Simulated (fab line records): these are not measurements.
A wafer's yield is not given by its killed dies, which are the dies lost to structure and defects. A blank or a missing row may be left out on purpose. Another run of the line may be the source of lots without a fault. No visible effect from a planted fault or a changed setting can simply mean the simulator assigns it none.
Chamber matching | flow n5Finfet | N5_BEOL_M0_ETCH_128 on rieDiel-03: 4 sister chambers
The step etches SiCN in CF4/N2, target depth 12 nm, overetch 5.1 nm, time 21.4 s. 8 wafers are shown with their chamber, then 12 later ones without.

WAFERS, EACH WITH ITS CHAMBER
wafer  | chamber | showerheadPlenumPTorr (Torr) | throttleValvePct (%)
L079.3 | 0       | 2.28                         | 15.16
L080.1 | 0       | 2.28                         | 15.17
L082.1 | 2       | 2.09                         | 15.43
L082.2 | 3       | 2.16                         | 15.34
L082.3 | 1       | 2.24                         | 15.34
L085.3 | 3       | 2.16                         | 15.33
L085.4 | 1       | 2.23                         | 15.37
L085.6 | 2       | 2.09                         | 15.45

WAFERS WITH NO CHAMBER GIVEN
wafer  | showerheadPlenumPTorr (Torr) | throttleValvePct (%)
L088.3 | 2.23                         | 15.38
L088.4 | 2.27                         | 15.21
L088.6 | 2.23                         | 15.37
L090.2 | 2.16                         | 15.37
L090.4 | 2.09                         | 15.47
L090.6 | 2.16                         | 15.36
L092.2 | 2.16                         | 15.36
L092.4 | 2.23                         | 15.38
L092.6 | 2.16                         | 15.36
L094.1 | 2.35                         | 15.00
L094.2 | 2.23                         | 15.41
L094.6 | 2.27                         | 15.24

WHICH CHAMBER EACH WENT THROUGH
wafer  | from the rows above | in truth
L088.3 | 1                   | 1
L088.4 | 0                   | 0
L088.6 | 1                   | 1
L090.2 | 3                   | 3
L090.4 | 2                   | 2
L090.6 | 3                   | 3
L092.2 | 3                   | 3
L092.4 | 1                   | 1
L092.6 | 3                   | 3
L094.1 | 0                   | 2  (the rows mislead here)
L094.2 | 1                   | 1
L094.6 | 0                   | 0
Correctly placed: 11 of 12. Left unplaced by these rows: 0. Placed wrongly: 1.
How it was worked out, from the rows above alone: a wafer's distance from a chamber is the root of the sum, over the readings, of the square of ((its reading less the chamber's mean) divided by the reading's scatter). The wafer belongs to the nearest chamber; if the next one is less than 2 further off, it can't be placed. A chamber's mean is the mean of its shown wafers. The scatter: take each reading less its chamber's mean, square it, sum over the shown wafers, divide by the number of wafers less the number of chambers, and take the root.
